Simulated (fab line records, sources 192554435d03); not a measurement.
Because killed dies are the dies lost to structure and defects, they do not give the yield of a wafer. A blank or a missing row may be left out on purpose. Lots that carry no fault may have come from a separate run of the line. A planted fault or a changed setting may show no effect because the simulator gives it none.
2 desks looking at one fault + flow n5-finfet + what lay behind the numbers comes last; until then each desk has only its own

== THE TOOL OWNER'S DESK: ald-metal-02 ==
The tool's own readings at N5_BEOL_M6_ALD_77 (deposits TaN, target thk 2 nm, pulse time 2 s, purge time 3 s): means of the sampled wafers that have a number, for each lot that ran on this tool. The brackets show how far a lot's mean lies from the usual mean; more than 4 standard deviations puts the lot out of limits, marked OUT.
Columns: A = heater-power-w at N5_BEOL_M6_ALD_77, usual 420 W
| lot  | first seen here | A   |
|------|-----------------|-----|
| L644 | day 9 03:54     | 443 |
| L645 | day 9 12:58     | 465 |
| L656 | day 12 02:47    | 430 |
| L660 | day 12 14:04    | 438 |
This desk's verdict: no lot among the 4 shows anything out of limits.

== THE METROLOGY DESK ==
What the gauges read, lot by lot, whatever tool the lot ran on: means of the sampled wafers that have a number. The brackets show how far a lot's mean lies from the usual mean; more than 4 standard deviations puts the lot out of limits, marked OUT.
Columns: A = trench-depth-nm at N5_BEOL_M6_OCD_MEAS_38, usual 94.6 nm; B = cd-nm at N5_BEOL_M6_CD_MEAS_35, usual 39.7 nm; C = M6_THK at N5_BEOL_M6_THK_MEAS_53, usual 81.3 nm; D = M6_RS at N5_BEOL_M6_RS_MEAS_57, usual 0.285 ohm/sq; E = M7_ILD_THK at N5_BEOL_M7_THK_MEAS_01, usual 155.0 nm; F = cd-nm at N5_BEOL_M7_CD_MEAS_11, usual 38.5 nm; G = M7_OVL at N5_BEOL_M7_OVL_MEAS_12, usual 0.8 nm
| lot  | first seen here | A    | B    | C    | D     | E     | F    | G   |
|------|-----------------|------|------|------|-------|-------|------|-----|
| L644 | day 9 02:43     | 91.3 | 40.5 | 78.7 | 0.299 | 155.7 | 38.8 | 2.1 |
| L645 | day 9 12:16     | 92.6 | 39.7 | 79.0 | 0.294 | 155.7 | 37.6 | 1.9 |
| L649 | day 10 06:08    | 95.4 | 40.4 | 82.2 | 0.280 | 153.5 | 38.8 | 0.2 |
| L656 | day 12 01:44    | 96.8 | 39.2 | 83.7 | 0.278 | 154.5 | 38.6 | 1.2 |
| L660 | day 12 12:44    | 92.6 | 39.4 | 78.7 | 0.292 | 153.0 | 38.2 | 0.7 |
This desk's verdict: no lot among the 5 shows anything out of limits.

== PUT TOGETHER ==
Nothing out of limits was seen by the tool owner's desk.
Nothing out of limits was seen by the metrology desk.

== WHAT THE SIMULATOR HAD PUT IN ==
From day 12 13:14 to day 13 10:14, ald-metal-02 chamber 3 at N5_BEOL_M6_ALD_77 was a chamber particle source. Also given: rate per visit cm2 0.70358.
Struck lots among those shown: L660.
